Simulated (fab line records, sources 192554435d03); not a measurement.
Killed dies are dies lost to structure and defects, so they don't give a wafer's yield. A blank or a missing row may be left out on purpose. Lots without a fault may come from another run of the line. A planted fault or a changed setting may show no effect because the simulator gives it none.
Chamber matching | flow n5_finfet | N5_BEOL_M10_STRIP_36 on rie_diel-05: 4 sister chambers
The step strips in N2/H2. 4 wafers are shown with their chamber, then 9 later ones without.

WAFERS WITH THEIR CHAMBER
wafer  | chamber | drypump_motor_current_A (A)
L081.3 | 3       | 5.1
L093.1 | 0       | 5.3
L093.3 | 1       | 6.6
L093.4 | 2       | 5.5

WAFERS WITHOUT THEIR CHAMBER
wafer  | drypump_motor_current_A (A)
L095.2 | 5.1
L095.4 | 6.6
L095.5 | 5.4
L096.1 | 5.3
L096.4 | 5.3
L096.5 | 6.6
L094.1 | 6.6
L094.3 | 5.4
L094.6 | 5.5

WHICH CHAMBER EACH WENT THROUGH
wafer  | from the rows above     | in truth
L095.2 | 3                       | 3
L095.4 | 1                       | 1
L095.5 | can't be placed: 2 or 0 | 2
L096.1 | 0                       | 0
L096.4 | 0                       | 0
L096.5 | 1                       | 1
L094.1 | 1                       | 1
L094.3 | can't be placed: 2 or 0 | 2
L094.6 | 2                       | 2
Placed correctly: 7 of 9. Can't be placed from these rows: 2 (the true chamber is among the candidates in 2). Placed wrongly: 0.
How it was worked out, from the rows above alone: a wafer's distance from a chamber is the root of the sum, over the readings, of the square of ((its reading less the chamber's mean) divided by the reading's scatter). The wafer belongs to the nearest chamber; if the next one is less than 2 further off, it can't be placed. A chamber's mean is the mean of its shown wafers. The scatter: with one shown wafer a chamber, the root of the mean of the squares of how far each hidden wafer lies from its nearest shown one.
